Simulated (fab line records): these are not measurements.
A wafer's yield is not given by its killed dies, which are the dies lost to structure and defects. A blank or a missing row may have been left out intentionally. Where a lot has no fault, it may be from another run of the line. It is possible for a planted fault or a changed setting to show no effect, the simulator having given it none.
fab line records -- flow n5_finfet
record lots=3, wafers=9, last_day=17
route steps=1938 shown GATE_CUT@481 MOL_CONTACT_COAG@517 BEOL_M4@1111 PASSIVATION@1936
lots that met no fault: from a run of the same line without faults
start_h: hours from the record's opening day to when the first of the lot's shown wafers began -- wait_h: hours from the lot's prior step to this one -- " unchanged from the row above -- L1.1+2: a row that stands for several wafers -- - value missing, or start not given -- * or withheld: withheld -- < > ~ a bound
route shown NAME@n: NAME is a module with steps in the file, n the number in the route of the first one -- usual: mean/standard deviation of fault-free wafers -- same: alike in all rows -- chamber/n: place in a boat -- sites: per-site readings -- _std_site: the values' standard deviation -- _edge_site: inner sites' mean taken away from outer sites' mean -- radius_mm: for every site, how far away it sits from the centre of the wafer -- mask NAME#n: copy n -- behind: the last tool/chamber to shape the wafer -- hold: reason for holding the lot/hours on hold/outcome of the hold -- device: the transistor (n, p or np) that didn't switch -- end of line: the route-end tests of the same wafers -- a step without rows: its recipe alone -- killed: the dies lost at the first sort to structure and to defects; this is not the yield of the wafer -- map: dies across one wafer; x = killed, . = not, _ = none there
set.NAME: the setting that was run; set.NAME@STEP: the one run at that earlier step -- model.NAME: the simulator's own value behind a step, which no gauge read
a table for each step, a row for each wafer; lots at some steps of the route
services: when a tool's chamber went out of use (start_h, in hours from the record's first day, below 0 if earlier), for how many hours, and the reason
## steps
# step N5_GATE_CUT_COAT_07
# recipe resist=CAR-EUV, spin_rpm=1500, resist_thk_nm=30
# step N5_GATE_CUT_EBR_09
# recipe solvent=PGMEA, ebr_width_mm=1.5
# step N5_GATE_CUT_SOFTBAKE_08
# recipe temp_c=110, time_s=60, resist=CAR-EUV
# step N5_GATE_CUT_EXPOSE_10
# recipe mask_id=GATE_CUT, na=0.33, source_shape=annular, sigma_inner=0.35, sigma_outer=0.8, polarization=unpolarized, target_cd_nm=20, dose_mj=43.25
# step N5_GATE_CUT_PEB_11
# recipe peb_temp_c=100, peb_time_s=60, resist=CAR-EUV
# step N5_GATE_CUT_DEVELOP_12
# recipe develop_time_s=30, developer=TMAH, resist=CAR-EUV, rinse_liquid=surfactant_rinse, dry=air_spin, dev_temp_c=23
# step N5_GATE_CUT_DESCUM_18
# recipe chemistry=O2, time_s=7, source_power_w=50, bias_power_w=20, pressure_mtorr=20, rf_frequency_hz=2.712e+07, temp_c=40, resist=CAR-EUV, o2_flow_sccm=225
# step N5_GATE_CUT_ETCH_28
# recipe chemistry=N2/H2, target=underlayer, target_depth_a=130, mask_material=CAR-EUV, time_s=10.4, ion_energy_ev=200, pressure_mtorr=30, source_w=840, bias_w=150, n2_flow_sccm=200, h2_flow_sccm=200, ends=cleared
# step N5_GATE_CUT_ETCH_36
# recipe chemistry=CF4, target=SiARC, target_depth_a=130, mask_material=CAR-EUV, time_s=21.7, ion_energy_ev=80, pressure_mtorr=40, source_w=545, bias_w=36, Ar_flow_sccm=100, cf4_flow_sccm=100, ends=cleared
# step N5_GATE_CUT_ETCH_37
# recipe chemistry=N2/H2, target=SOC, target_depth_a=600, overetch_a=120, mask_material=SiARC, temp_c=40, time_s=90, ion_energy_ev=200, pressure_mtorr=30, source_w=840, bias_w=150, n2_flow_sccm=200, h2_flow_sccm=200
# usual drypump_motor_current_A=5.8/0.42, oes_product_au=0.71/0.065, rf_vpp_V=525.2/2.4, showerhead_plenum_p_Torr=2.58/0.085, throttle_valve_pct=17.77/0.21
lot.wafer,tool,chamber,start_h,wait_h,drypump_motor_current_A,oes_product_au,rf_hours_counter_h,rf_vpp_V,showerhead_plenum_p_Torr,throttle_valve_pct,model.etch.depth_nm,model.SiARC_of_GATE_CUT_COAT_35.thk_nm,model.GATE_CUT.cd_nm
L461.2,rie_diel-04,1,128.18,0.0,6.3,0.67,173,527.1,2.65,17.51,59.91,6,20
L461.4,rie_diel-04,2,128.18,0.0,5.7,0.66,136,527.6,2.64,18.02,60,5.8,19.8
L461.5,rie_diel-04,2,128.18,0.0,5.7,0.67,-,526.3,2.64,18.01,60,5.8,19.6
L468.2,rie_diel-04,0,167.26,0.0,5.6,0.50,178,524.7,2.51,18.00,35.58,8,19.6
L468.3,rie_diel-04,2,167.26,0.0,5.7,0.66,148,527.1,2.63,18.03,60.02,6,20
L468.4,rie_diel-04,3,167.26,0.0,5.7,0.63,247,525.0,2.63,17.75,59.97,6,20.4
L475.1,rie_diel-03,3,210.54,0.0,5.6,0.78,44,528.2,2.69,17.53,59.83,6.2,20
L475.3,rie_diel-03,1,210.54,0.0,6.0,0.66,179,521.4,2.41,17.92,59.86,6.2,20
L475.6,rie_diel-03,3,210.54,0.0,5.6,0.78,-,528.6,2.69,17.55,59.74,6,20
# step N5_GATE_CUT_STRIP_38
# recipe chemistry=N2/H2, temp_c=40, n2_flow_sccm=200, h2_flow_sccm=200, rf_frequency_hz=6e+07
# step N5_GATE_CUT_STRIP_39
# recipe chemistry=N2/H2, temp_c=40, n2_flow_sccm=200, h2_flow_sccm=200, rf_frequency_hz=6e+07
# step N5_GATE_CUT_HM_OPEN_40
# recipe chemistry=C4F6/O2, target=SiO2, mask_material=SiARC, target_depth_a=1390, time_s=85.1, ion_energy_ev=250, pressure_mtorr=30, source_w=345, bias_w=185, Ar_flow_sccm=300, C4F6_flow_sccm=10, O2_flow_sccm=10, ends=cleared
# usual C4F6_flow_sccm=10.002/0.03, drypump_motor_current_A=5.7/0.42, etch_rf_on_time_s=94.1/1.6, oes_ar_750_au=0.79/0.076, oes_product_au=0.71/0.067, rf_vpp_V=663/15, showerhead_plenum_p_Torr=2.89/0.088, throttle_valve_pct=20.93/0.29
lot.wafer,tool,chamber,start_h,wait_h,C4F6_flow_sccm,drypump_motor_current_A,etch_rf_on_time_s,oes_ar_750_au,oes_product_au,rf_hours_counter_h,rf_vpp_V,showerhead_plenum_p_Torr,throttle_valve_pct
L461.2,rie_diel-04,1,128.26,0.0,10.010,6.3,93.9,0.74,0.67,173,682,2.95,20.58
L461.4,rie_diel-04,2,128.26,0.0,9.979,5.7,92.1,0.74,0.68,136,685,2.97,21.31
L461.5,rie_diel-04,2,128.26,0.0,9.974,5.8,93.9,0.74,0.68,-,683,2.97,21.30
L468.2,rie_diel-04,0,167.34,0.0,10.022,5.6,212.8,0.72,0.27,178,670,2.85,21.18
L468.3,rie_diel-04,2,167.34,0.0,10.016,5.7,92.9,0.74,0.67,148,685,2.97,21.32
L468.4,rie_diel-04,3,167.34,0.0,9.985,5.7,95.4,0.72,0.63,247,661,2.89,20.61
L475.1,rie_diel-03,3,210.62,0.0,10.015,5.6,92.9,0.88,0.79,44,644,3.02,20.74
L475.3,rie_diel-03,1,210.62,0.0,9.942,6.0,94.0,0.74,0.67,179,639,2.72,21.07
L475.6,rie_diel-03,3,210.62,0.0,10.008,5.6,94.1,0.88,0.79,-,646,3.02,20.74
# step N5_GATE_CUT_STRIP_41
# recipe chemistry=CF4, resist=SiARC, power_w=300, bias_power_w=75, pressure_mtorr=50, cf4_flow_sccm=150, rf_frequency_hz=6e+07
# step N5_GATE_CUT_STRIP_42
# recipe chemistry=O2, power_w=400, temp_c=40, pressure_mtorr=30, rf_frequency_hz=6e+07, bias_power_w=0, overash_fraction=0.3, o2_flow_sccm=225
# step N5_GATE_CUT_ETCH_19
# recipe chemistry=CH3F/O2, target=SiNx, mask_material=SiO2, target_depth_a=537, time_s=76.7, pressure_mtorr=30, source_w=395, bias_w=73, Ar_flow_sccm=150, CH3F_flow_sccm=30, O2_flow_sccm=20, ion_energy_ev=120, ends=cleared
# usual drypump_motor_current_A=5.7/0.42, etch_rf_on_time_s=77.4/1.3, oes_ar_750_au=0.79/0.076, oes_product_au=0.67/0.064, rf_vpp_V=296/6.4, showerhead_plenum_p_Torr=2.04/0.065, throttle_valve_pct=16.33/0.28
lot.wafer,tool,chamber,start_h,wait_h,drypump_motor_current_A,etch_rf_on_time_s,oes_ar_750_au,oes_product_au,rf_hours_counter_h,rf_vpp_V,showerhead_plenum_p_Torr,throttle_valve_pct
L461.2,rie_diel-04,1,128.38,0.0,6.3,77.4,0.74,0.63,173,304,2.07,16.06
L461.4,rie_diel-04,2,128.38,0.0,5.8,75.6,0.74,0.65,136,305,2.09,16.67
L461.5,rie_diel-04,2,128.38,0.0,5.7,74.9,0.74,0.65,-,304,2.09,16.67
L468.2,rie_diel-04,0,167.47,0.0,5.6,191.7,0.73,0.27,178,301,2.00,16.70
L468.3,rie_diel-04,2,167.47,0.0,5.7,75.8,0.73,0.63,148,303,2.09,16.69
L468.4,rie_diel-04,3,167.47,0.0,5.7,77.1,0.71,0.59,247,296,2.04,16.14
L475.1,rie_diel-03,3,210.74,0.0,5.6,77.3,0.88,0.74,44,291,2.13,16.09
L475.3,rie_diel-03,1,210.74,0.0,6.0,79.0,0.74,0.63,179,286,1.91,16.53
L475.6,rie_diel-03,3,210.74,0.0,5.6,77.1,0.88,0.74,-,291,2.13,16.08
# step N5_GATE_CUT_CUT_ETCH_53
# recipe chemistry=SF6/Cl2, target=W, mask_material=SiO2, target_depth_a=792, pressure_mtorr=8, icp_w=900, bias_w=80, SF6_flow_sccm=40, Cl2_flow_sccm=60, ends=cleared
# usual drypump_motor_current_A=5.3/0.32, etch_rf_on_time_s=26.0/0.47, oes_product_au=0.74/0.12, throttle_valve_pct=28.9/0.4
lot.wafer,tool,chamber,start_h,wait_h,drypump_motor_current_A,etch_rf_on_time_s,oes_product_au,rf_hours_counter_h,throttle_valve_pct
L461.2,rie_metal-03,0,128.49,0.1,5.4,25.3,0.69,54,29.3
L461.4,rie_metal-03,1,128.49,0.1,4.9,26.6,0.54,-,29.2
L461.5,rie_metal-03,0,128.49,0.1,5.4,25.3,0.68,-,29.3
L468.2,rie_metal-03,1,167.57,0.1,4.9,34.3,0.37,1,27.9
L468.3,rie_metal-03,1,167.57,0.1,4.9,26.5,0.89,-,29.3
L468.4,rie_metal-03,0,167.57,0.1,5.4,25.8,0.66,-,29.3
L475.1,rie_metal-03,1,210.85,0.1,4.9,26.7,0.86,4,29.3
L475.3,rie_metal-03,0,210.85,0.1,5.4,25.7,0.66,-,29.3
L475.6,rie_metal-03,0,210.85,0.1,5.4,25.8,0.66,-,29.3
# step N5_GATE_CUT_CUT_ETCH_54
# recipe chemistry=Cl2/BCl3, target=TiN, mask_material=SiO2, target_depth_a=967, pressure_mtorr=10, icp_w=1000, bias_w=126, Cl2_flow_sccm=53.25, bcl3_flow_sccm=21.75, Ar_flow_sccm=25, ends=cleared
# usual drypump_motor_current_A=5.3/0.32, etch_rf_on_time_s=36.4/0.69, oes_ar_750_au=0.81/0.13, oes_product_au=0.74/0.12, throttle_valve_pct=22.3/0.41
lot.wafer,tool,chamber,start_h,wait_h,drypump_motor_current_A,etch_rf_on_time_s,oes_ar_750_au,oes_product_au,rf_hours_counter_h,throttle_valve_pct
L461.2,rie_metal-03,0,128.55,0.0,5.4,35.5,0.75,0.68,54,22.5
L461.4,rie_metal-03,1,128.55,0.0,4.9,37.7,0.59,0.53,-,22.8
L461.5,rie_metal-03,0,128.55,0.0,5.4,35.4,0.74,0.68,-,22.5
L468.2,rie_metal-03,1,167.63,0.0,4.9,47.9,0.97,0.37,1,23.2
L468.3,rie_metal-03,1,167.63,0.0,4.9,36.8,0.97,0.90,-,22.6
L468.4,rie_metal-03,0,167.63,0.0,5.4,35.8,0.73,0.67,-,22.5
L475.1,rie_metal-03,1,210.91,0.0,4.9,37.0,0.94,0.86,4,22.6
L475.3,rie_metal-03,0,210.91,0.0,5.4,36.0,0.72,0.66,-,22.5
L475.6,rie_metal-03,0,210.91,0.0,5.4,36.1,0.72,0.66,-,22.5
# step N5_GATE_CUT_CUT_ETCH_55
# recipe chemistry=BCl3, target=HfO2, mask_material=SiO2, target_depth_a=32, ion_energy_ev=30, pressure_mtorr=5, icp_w=450, bias_w=18, bcl3_flow_sccm=80
# usual drypump_motor_current_A=5.3/0.32, oes_product_au=0.82/0.13, throttle_valve_pct=33.2/0.71
lot.wafer,tool,chamber,start_h,wait_h,drypump_motor_current_A,oes_product_au,rf_hours_counter_h,throttle_valve_pct
L461.2,rie_metal-03,0,128.61,0.0,5.4,0.74,54,34.2
L461.4,rie_metal-03,1,128.61,0.0,4.9,0.60,-,33.1
L461.5,rie_metal-03,0,128.61,0.0,5.4,0.75,-,34.3
L468.2,rie_metal-03,1,167.69,0.0,4.9,0.38,1,33.6
L468.3,rie_metal-03,1,167.69,0.0,4.9,1.00,-,33.6
L468.4,rie_metal-03,0,167.69,0.0,5.4,0.73,-,34.2
L475.1,rie_metal-03,1,210.97,0.0,4.9,0.96,4,33.6
L475.3,rie_metal-03,0,210.97,0.0,5.4,0.72,-,34.3
L475.6,rie_metal-03,0,210.97,0.0,5.4,0.72,-,34.3
# step N5_GATE_CUT_ETCH_47
# recipe chemistry=Cl2/BCl3, target=SiO2, target_depth_a=100, pressure_mtorr=10, icp_w=1000, bias_w=126, Cl2_flow_sccm=53.25, bcl3_flow_sccm=21.75, Ar_flow_sccm=25
# usual drypump_motor_current_A=5.3/0.32, oes_ar_750_au=0.81/0.13, oes_product_au=0.82/0.13, throttle_valve_pct=22.8/0.4
lot.wafer,tool,chamber,start_h,wait_h,drypump_motor_current_A,oes_ar_750_au,oes_product_au,rf_hours_counter_h,throttle_valve_pct,model.GATE_CUT.cd_nm
L461.2,rie_metal-03,0,128.64,0.0,5.4,0.74,0.75,54,23.1,19.6
L461.4,rie_metal-03,1,128.64,0.0,4.9,0.58,0.60,-,23.2,19.8
L461.5,rie_metal-03,0,128.64,0.0,5.4,0.74,0.75,-,23.1,19.2
L468.2,rie_metal-03,1,167.72,0.0,4.9,0.97,1.01,1,23.1,19
L468.3,rie_metal-03,1,167.72,0.0,4.9,0.97,1.01,-,23.2,19.4
L468.4,rie_metal-03,0,167.72,0.0,5.4,0.73,0.73,-,23.1,19.4
L475.1,rie_metal-03,1,211.00,0.0,4.9,0.93,0.96,4,23.2,20
L475.3,rie_metal-03,0,211.00,0.0,5.4,0.73,0.71,-,23.1,19.6
L475.6,rie_metal-03,0,211.00,0.0,5.4,0.72,0.72,-,23.1,19.6
# step N5_GATE_CUT_VAPOR_ETCH_48
# recipe chemistry=BCl3/Cl2, target=TiN, mode=isotropic
# step N5_GATE_CUT_VAPOR_ETCH_49
# recipe chemistry=BCl3/Cl2, target=TiAlC, mode=isotropic
# step N5_GATE_CUT_VAPOR_ETCH_51
# recipe chemistry=BCl3/Cl2, target=HfO2, mode=isotropic
# step N5_GATE_CUT_STRIP_21
# recipe chemistry=N2/H2, time_s=30, power_w=1000, temp_c=250, pressure_mtorr=withheld, n2_flow_sccm=1750, h2_flow_sccm=3250
# step N5_GATE_CUT_STRIP_29
# recipe chemistry=post_etch_residue_remover, time_s=60, temp_c=25, remover_ph=withheld, remover_water_wt_pct=withheld, remover_fluoride_wt_pct=withheld
# step N5_GATE_CUT_SRD_52
# recipe dry=ipa_marangoni, time_s=30, temp_c=23, rinse_liquid=diw
# step N5_GATE_CUT_ALD_22
# recipe material=SiNx, target_thk_a=160, temp_c=400, ald_precursor_family=SiH2I2, ald_co_reactant=N2/H2-plasma, pulse_time_s=1, ald_cycles=320, purge_time_s=2, co_reactant_purge_time_s=2, pressure_torr=2
# step N5_GATE_CUT_CMP_23
# recipe stop_on=SiO2, t_overpolish_s=23.4, post_cmp_clean=alkaline_brush, down_force_psi=2.5, platen_rpm=51.8, pad_velocity_m_s=1.0307, target_thk_nm=16
# step N5_GATE_CUT_CMP_43
# recipe material=SiO2, post_cmp_clean=rinse_only
# step N5_GATE_CUT_CMP_61
# recipe stop_on=SiNx, t_overpolish_s=3, post_cmp_clean=alkaline_brush, down_force_psi=4, platen_rpm=27.09, pad_velocity_m_s=0.539
# step N5_MOL_CONTACT_COAG_COAT_103
# recipe resist=SOC, temp_c=250, time_s=60, spin_rpm=1500, resist_thk_nm=80
# step N5_MOL_CONTACT_COAG_COAT_104
# recipe resist=SiARC, temp_c=220, time_s=60, spin_rpm=1500, resist_thk_nm=12
# step N5_MOL_CONTACT_COAG_COAT_58
# recipe resist=underlayer, temp_c=205, time_s=60, spin_rpm=1500, resist_thk_nm=10
# step N5_MOL_CONTACT_COAG_COAT_02
# recipe resist=CAR-EUV, spin_rpm=1500, resist_thk_nm=30
# step N5_MOL_CONTACT_COAG_EBR_04
# recipe solvent=PGMEA, ebr_width_mm=1.5
# step N5_MOL_CONTACT_COAG_SOFTBAKE_03
# recipe temp_c=110, time_s=60, resist=CAR-EUV
# step N5_BEOL_M4_RC_MEAS_101
# usual DIBL_N=35.9/1.4, DIBL_P=35.9/1.7, IOFF_N=0.160/0.026, IOFF_P=0.21/0.036, ION_N=672/11, ION_P=461/8.1, SS_N=71.4/0.54, SS_P=73.2/0.67, VT_N=249.3/2.7, VT_P=-250/3.9
lot.wafer,tool,chamber,start_h,wait_h,DIBL_N[mV/V],DIBL_P[mV/V],IOFF_N[nA/um],IOFF_P[nA/um],ION_N[uA/um],ION_P[uA/um],SS_N[mV/dec],SS_P[mV/dec],VT_N[mV],VT_P[mV]
L461.2,prober-01,0,208.83,0.2,37.1,36.9,0.186,0.25,668,463,71.2,73.8,245.6,-246
L461.4,prober-01,0,208.83,0.2,35.4,33.7,0.149,0.19,678,465,71.2,72.4,249.2,-250
L461.5,prober-01,0,208.83,0.2,35.9,35.5,0.161,0.23,674,477,70.9,73.4,248.7,-245
L468.3,prober-01,0,254.73,0.3,35.7,34.8,0.174,0.23,687,466,72.4,73.2,246.4,-248
L468.4,prober-01,0,254.73,0.3,36.8,36.1,0.193,0.24,682,464,71.8,74.2,244.8,-246
L475.1,prober-02,0,291.59,0.0,37.4,37.5,0.186,0.24,686,467,71.7,73.2,244.6,-249
L475.3,prober-02,0,291.59,0.0,36.3,35.5,0.146,0.21,669,461,71.2,72.5,250.1,-248
L475.6,prober-02,0,291.59,0.0,37.3,36.0,0.164,0.21,661,456,71.2,73.2,250.7,-252
# step N5_PASSIVATION_PROBE_49
# usual defect_limited_yield=90.9/1.5, killed_at_M0_to_M3=35/10, killed_at_M4_up=14/5.2, killed_at_contacts=13/7.3, killed_at_front_end=42/12, killed_at_other=3.4/2.5, killed_dies=108/18, killed_on_rim=14/4.2, killed_open=70/13, killed_short=35/8, sort_bin_5_function=5.4/1, sort_bin_6_memory=3.4/0.71, sort_n_pass=1072/18, sort_yield_pct=90.9/1.5
# same gross_dies=1180, killed_at_back_side=0, sort_bin_4_leakage[%]=0, sort_bin_8_speed[%]=0
lot.wafer,tool,chamber,start_h,wait_h,defect_limited_yield[%],killed_at_M0_to_M3,killed_at_M4_up,killed_at_contacts,killed_at_front_end,killed_at_other,killed_dies,killed_on_rim,killed_open,killed_short,sort_bin_5_function[%],sort_bin_6_memory[%],sort_n_pass,sort_yield_pct[%]
L461.2,prober-02,-,321.02,0.1,92.3,29,20,5,34,3,91,10,58,28,4.5,3.0,1089,92.3
L461.4,prober-02,-,321.12,0.2,90.3,46,13,18,37,0,114,20,75,35,5.7,3.5,1066,90.3
L461.5,prober-02,-,321.17,0.2,93.1,44,14,4,18,2,82,10,55,27,4.1,2.8,1098,93.1
L468.2,prober-02,-,372.61,0.1,0,54,14,20,1089,3,1180,152,94,49,94.7,4.7,0,0
# killed by level:class
L461.2 BEOL_M0_SAQP:geometric_particle:open=12 BEOL_M4:geometric_particle:open=11 FIN_SAQP:geometric_particle:open=6 FIN_SAQP:geometric_particle:short=4 STI_FIN_REVEAL:geometric_particle:open=4 GATE_CUT:geometric_particle:open=4 GATE_CUT:geometric_particle:short=4 BEOL_M0_SAQP:geometric_particle:short=4
L461.4 BEOL_M0_SAQP:geometric_particle:short=15 MOL_CONTACT_COAG:geometric_particle:open=14 BEOL_M2:geometric_particle:open=9 BEOL_M0_SAQP:geometric_particle:open=8 DUMMY_GATE:geometric_particle:open=7 BEOL_M3:geometric_particle:open=6 BEOL_M4:geometric_particle:open=5 STARTING-WAFER:geometric_particle:short=5
L461.5 BEOL_M4:geometric_particle:open=9 BEOL_M0_SAQP:geometric_particle:short=8 BEOL_M0_SAQP:geometric_particle:open=8 BEOL_M0:geometric_particle:open=7 BEOL_M1:geometric_particle:open=6 BEOL_M3:geometric_particle:short=5 FIN_SAQP:geometric_particle:open=4 GATE_CUT:geometric_particle:short=4
L468.2 GATE_CUT:area_etch=1035 MOL_CONTACT_COAG:geometric_particle:open=14 BEOL_M0_SAQP:geometric_particle:short=12 BEOL_M0_SAQP:geometric_particle:open=12 STI_FIN_REVEAL:geometric_particle:open=11 FIN_SAQP:geometric_particle:short=10 BEOL_M3:geometric_particle:open=10 BEOL_M2:geometric_particle:open=8
# map L468.2 (x killed, . not)
_________________xxxxxxxxxxxx________________
______________xxxxxxxxxxxxxxxxxx_____________
___________xxxxxxxxxxxxxxxxxxxxxxxx__________
__________xxxxxxxxxxxxxxxxxxxxxxxxxx_________
________xxxxxxxxxxxxxxxxxxxxxxxxxxxxxx_______
_______xxxxxxxxxxxxxxxxxxxxxxxxxxxxxxxx______
______xxxxxxxxxxxxxxxxxxxxxxxxxxxxxxxxxx_____
_____xxxxxxxxxxxxxxxxxxxxxxxxxxxxxxxxxxxx____
____xxxxxxxxxxxxxxxxxxxxxxxxxxxxxxxxxxxxxx___
___xxxxxxxxxxxxxxxxxxxxxxxxxxxxxxxxxxxxxxxx__
___xxxxxxxxxxxxxxxxxxxxxxxxxxxxxxxxxxxxxxxx__
__xxxxxxxxxxxxxxxxxxxxxxxxxxxxxxxxxxxxxxxxxx_
__xxxxxxxxxxxxxxxxxxxxxxxxxxxxxxxxxxxxxxxxxx_
_xxxxxxxxxxxxxxxxxxxxxxxxxxxxxxxxxxxxxxxxxxxx
_xxxxxxxxxxxxxxxxxxxxxxxxxxxxxxxxxxxxxxxxxxxx
_xxxxxxxxxxxxxxxxxxxxxxxxxxxxxxxxxxxxxxxxxxxx
_xxxxxxxxxxxxxxxxxxxxxxxxxxxxxxxxxxxxxxxxxxxx
_xxxxxxxxxxxxxxxxxxxxxxxxxxxxxxxxxxxxxxxxxxxx
_xxxxxxxxxxxxxxxxxxxxxxxxxxxxxxxxxxxxxxxxxxxx
_xxxxxxxxxxxxxxxxxxxxxxxxxxxxxxxxxxxxxxxxxxxx
_xxxxxxxxxxxxxxxxxxxxxxxxxxxxxxxxxxxxxxxxxxxx
__xxxxxxxxxxxxxxxxxxxxxxxxxxxxxxxxxxxxxxxxxx_
__xxxxxxxxxxxxxxxxxxxxxxxxxxxxxxxxxxxxxxxxxx_
___xxxxxxxxxxxxxxxxxxxxxxxxxxxxxxxxxxxxxxxx__
___xxxxxxxxxxxxxxxxxxxxxxxxxxxxxxxxxxxxxxxx__
____xxxxxxxxxxxxxxxxxxxxxxxxxxxxxxxxxxxxxx___
_____xxxxxxxxxxxxxxxxxxxxxxxxxxxxxxxxxxxx____
______xxxxxxxxxxxxxxxxxxxxxxxxxxxxxxxxxx_____
_______xxxxxxxxxxxxxxxxxxxxxxxxxxxxxxxx______
________xxxxxxxxxxxxxxxxxxxxxxxxxxxxxx_______
__________xxxxxxxxxxxxxxxxxxxxxxxxxx_________
___________xxxxxxxxxxxxxxxxxxxxxxxx__________
______________xxxxxxxxxxxxxxxxxx_____________
_________________xxxxxxxxxxxx________________
# map L461.4 (x killed, . not)
_________________..x..x......________________
______________...x..........x..._____________
___________.....xx...........x..x.x__________
__________.....x...x................_________
________..x...x.........x.x...x..x...._______
_______...................xx...........______
______........x......x........x........._____
_____............x.............x.........____
____x.....................................___
___x.....x....................x...........x__
___...x........x......................x....__
__.........x..x.....x..............x........_
__..........x..............x...............x_
_.........x........................xx...x...x
_...................x.............x.....x..x.
_..................x........x..........x.....
_.x...........x..x.......................x...
_.......x..........x...x.......x..........x..
_.x........................x............x....
_.........................................x..
_....x..x...x........x.x.....................
__xx..............x......x.......xx...x....._
__......x...x........xx.x..................._
___..x.x.......................x...........__
___...........x...........x................__
____...............x....x..x.x...xx.......___
_____...........x........................____
______.................................._____
_______xxx..x.........x..........x.....______
________............x..x..x..........._______
__________.......x..............x..._________
___________....x........x.......x.x__________
______________..x....xx....xx..._____________
_________________x...........________________
## services
tool,chamber,start_h,hours,kind
rie_metal-03,-,129.64,1.5,repair
rie_metal-03,1,140.81,-,clean
rie_metal-03,1,140.81,21.7,scheduled_down
rie_metal-03,1,140.81,21.7,vent_cycle
rie_diel-03,-,163.99,0.5,repair
rie_diel-03,2,175.88,5.3,repair
rie_diel-04,3,179.20,-,clean
rie_diel-04,3,179.20,-,consumable_replace:focus_ring
rie_diel-04,3,179.20,17.8,scheduled_down
rie_diel-04,3,179.20,17.8,vent_cycle
## key
first_sign step=N5_GATE_CUT_ETCH_37, reading=oes_product_au, direction=down, sigmas=3.2, usual=0.71, struck=0.50
effect step=N5_GATE_CUT_HM_OPEN_40, reading=etch_rf_on_time_s, direction=up, sigmas=72, usual=*, struck=*
effect step=N5_GATE_CUT_ETCH_19, reading=etch_rf_on_time_s, direction=up, sigmas=87, usual=*, struck=*
effect step=N5_GATE_CUT_CUT_ETCH_53, reading=etch_rf_on_time_s, direction=up, sigmas=17, usual=*, struck=*
effect step=N5_GATE_CUT_CUT_ETCH_54, reading=etch_rf_on_time_s, direction=up, sigmas=17, usual=*, struck=*
effect step=N5_GATE_CUT_CUT_ETCH_55, reading=oes_product_au, direction=down, sigmas=3.4, usual=0.82, struck=0.38
effect step=N5_PASSIVATION_PROBE_49, reading=sort_bin_5_function, direction=up, sigmas=89, usual=5.4, struck=94.7
model_effect step=N5_GATE_CUT_ETCH_37, value=etch.depth_nm, without=60.02, struck=35.58
model_effect step=N5_GATE_CUT_ETCH_47, value=GATE_CUT.cd_nm, without=20, struck=19
more_kills_born_at N5_GATE_CUT_ETCH_37@rie_diel-04=1035
met_at N5_GATE_CUT_ETCH_37
struck_wafers L468.2
later_rows_left_out L468.2
onset_between 128.18 167.26
fault kind=process_parameter_drift, tool=rie_diel-04, chamber=-, onset_h=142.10, steps=N5_GATE_CUT_ETCH_37, channel=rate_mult, offset=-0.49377, shape=step, end_h=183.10, scope=struck_wafers_only
# later_rows_left_out: the simulator's readings of these wafers behind a module that went badly wrong aren't trusted and aren't shown, but for the sort
